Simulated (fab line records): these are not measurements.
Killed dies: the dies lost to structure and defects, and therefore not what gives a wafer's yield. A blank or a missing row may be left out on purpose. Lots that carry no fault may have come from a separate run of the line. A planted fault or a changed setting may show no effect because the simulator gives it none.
Which tool did it?    flow nand_harc    14 lots with 42 wafers sampled at 5 steps, on a route of 1302 steps

== WHAT THE GAUGES SHOWED, per wafer ==
NHARC_THIN_TSV_CD_MEAS_37.
lot   measured      on         cd_nm (nm)
L566  day 23 07:06  cd_sem-03  4998 5000 4999
L567  day 24 16:59  cd_sem-03  4997 5001 4997
L570  day 25 13:51  cd_sem-01  5004 5000 4996
L571  day 25 12:37  cd_sem-01  5002 5004 5002
L572  day 26 08:28  cd_sem-02  4999 5000 5000
L573  day 27 06:03  cd_sem-01  5001 4999 5004
L574  day 27 04:47  cd_sem-01  5003 5002 4998
L575  day 27 19:29  cd_sem-01  5000 4998 5003
L576  day 28 06:53  cd_sem-01  5000 5000 4998
L578  day 28 07:43  cd_sem-01  4992 4999 4992
L579  day 29 19:48  cd_sem-03  5004 4997 4994
L580  day 29 12:34  cd_sem-03  5001 4998 4998
L582  day 30 06:03  cd_sem-02  5004 5001 5005
L584  day 31 22:51  cd_sem-01  4996 4997 4999

NHARC_END_SORT_01.
lot   measured      on         killed_at_array  killed_at_other  killed_at_periphery  killed_dies  killed_open  killed_short
L582  day 30 13:04  prober-01  60 52 59         3 1 1            23 19 26             86 72 86     3 0 5        1 0 1
L584  day 32 08:54  prober-01  91 93 64         0 0 0            4 3 21               95 96 85     3 3 1        3 5 0

== TOOL THAT RAN EACH LOT (tool first, then ch and the chambers of the sampled wafers, then the start) ==
lot   NHARC_P_CONTACT_CVD_23         NHARC_THIN_TSV_STRIP_45               NHARC_THIN_TSV_ANNEAL_52
L566  cvd_w-01 ch 0,1, day 5 19:17   plasma_asher-01 ch 0,1, day 23 00:44  rtp_anneal-02 ch 0, day 23 03:46
L567  cvd_w-02 ch 0,1, day 6 10:45   plasma_asher-02 ch 0,1, day 24 10:40  rtp_anneal-01 ch 0, day 24 13:36
L570  cvd_w-02 ch 0,1, day 7 14:07   plasma_asher-02 ch 0,1, day 25 07:32  rtp_anneal-02 ch 0, day 25 10:28
L571  cvd_w-02 ch 0,1, day 8 08:29   plasma_asher-01 ch 0,1, day 25 06:22  rtp_anneal-02 ch 0, day 25 09:22
L572  cvd_w-02 ch 0,1, day 8 11:45   plasma_asher-01 ch 0,1, day 26 02:16  rtp_anneal-01 ch 0, day 26 05:08
L573  cvd_w-02 ch 0,1, day 9 05:53   plasma_asher-02 ch 0,1, day 26 23:47  rtp_anneal-02 ch 0, day 27 02:40
L574  cvd_w-01 ch 0,1, day 9 06:20   plasma_asher-02 ch 0,1, day 26 22:28  rtp_anneal-02 ch 0, day 27 01:26
L575  cvd_w-02 ch 0,1, day 9 12:27   plasma_asher-02 ch 0,1, day 27 13:19  rtp_anneal-01 ch 0, day 27 16:14
L576  cvd_w-01 ch 0,1, day 10 05:40  plasma_asher-01 ch 0,1, day 28 00:17  rtp_anneal-02 ch 0, day 28 03:31
L578  cvd_w-01 ch 0, day 10 19:19    plasma_asher-01 ch 0,1, day 28 01:27  rtp_anneal-02 ch 0, day 28 04:22
L579  cvd_w-02 ch 0,1, day 12 00:30  plasma_asher-02 ch 0,1, day 29 13:36  rtp_anneal-01 ch 0, day 29 16:31
L580  cvd_w-02 ch 0,1, day 12 02:45  plasma_asher-02 ch 0, day 29 06:25    rtp_anneal-02 ch 0, day 29 09:19
L582  cvd_w-02 ch 0, day 12 22:18    plasma_asher-02 ch 0,1, day 29 23:28  rtp_anneal-02 ch 0, day 30 02:25
L584  cvd_w-02 ch 0,1, day 13 16:11  plasma_asher-01 ch 0,1, day 31 16:40  rtp_anneal-02 ch 0, day 31 19:38
- NHARC_P_CONTACT_CVD_23: deposits W, target thk 200 nm, time 557 s.
- NHARC_THIN_TSV_STRIP_45: strips in O2.
- NHARC_THIN_TSV_ANNEAL_52: time 90 s.

== WHAT THE TOOLS THEMSELVES READ (means of the sampled wafers that have a number; where no wafer has one, the mark that the record gives instead) ==
NHARC_P_CONTACT_CVD_23.
lot   tool      heater_power_w (W)  throttle_valve_pct (%)
L566  cvd_w-01  465                 8.2
L567  cvd_w-02  456                 7.9
L570  cvd_w-02  465                 7.7
L571  cvd_w-02  464                 7.6
L572  cvd_w-02  464                 8.0
L573  cvd_w-02  492                 7.7
L574  cvd_w-01  462                 8.1
L575  cvd_w-02  468                 7.7
L576  cvd_w-01  463                 8.1
L578  cvd_w-01  467                 8.1
L579  cvd_w-02  497                 7.6
L580  cvd_w-02  484                 7.6
L582  cvd_w-02  432                 8.0
L584  cvd_w-02  495                 7.8

NHARC_THIN_TSV_STRIP_45.
lot   tool             drypump_motor_current_A (A)  heater_power_w (W)
L566  plasma_asher-01  5.3                          330
L567  plasma_asher-02  5.6                          315
L570  plasma_asher-02  5.6                          320
L571  plasma_asher-01  5.4                          324
L572  plasma_asher-01  5.4                          327
L573  plasma_asher-02  5.6                          339
L574  plasma_asher-02  5.6                          335
L575  plasma_asher-02  5.5                          341
L576  plasma_asher-01  5.4                          329
L578  plasma_asher-01  5.4                          330
L579  plasma_asher-02  5.8                          328
L580  plasma_asher-02  5.3                          342
L582  plasma_asher-02  5.8                          329
L584  plasma_asher-01  5.3                          325

NHARC_THIN_TSV_ANNEAL_52.
lot   tool           wafer_temp_C_max
L566  rtp_anneal-02  226.02
L567  rtp_anneal-01  226.58
L570  rtp_anneal-02  226.36
L571  rtp_anneal-02  226.13
L572  rtp_anneal-01  226.05
L573  rtp_anneal-02  226.14
L574  rtp_anneal-02  226.08
L575  rtp_anneal-01  225.94
L576  rtp_anneal-02  226.00
L578  rtp_anneal-02  226.16
L579  rtp_anneal-01  226.03
L580  rtp_anneal-02  226.10
L582  rtp_anneal-02  225.81
L584  rtp_anneal-02  226.02

== THE ANSWER, worked out from the rows above alone ==
Rule: usual is defined by the lots themselves. The widest of any qualifying gaps counts: lots, ordered by their means at a reading, are off when they make up no more than a third of the lots, leave a main group of 4 or more, and stand apart from it by 3 or more times the standard deviation of that group's means. A main group whose means are all the same, to the digits that the tables above print for the reading, isn't used. A lot without any number at a reading at which 4 lots or more have one is off too. The other lots that the step has rows for count as sound. First the gauges in route order, then the tools' own readings, where a lot's mean is used as printed above. The first step at which some lot is off is used, and at that step the reading that is off furthest; a lot without a number counts as furthest.
No lot is off at any reading shown: from this, nothing can be told.

== WHAT THE SIMULATOR PUT IN ==
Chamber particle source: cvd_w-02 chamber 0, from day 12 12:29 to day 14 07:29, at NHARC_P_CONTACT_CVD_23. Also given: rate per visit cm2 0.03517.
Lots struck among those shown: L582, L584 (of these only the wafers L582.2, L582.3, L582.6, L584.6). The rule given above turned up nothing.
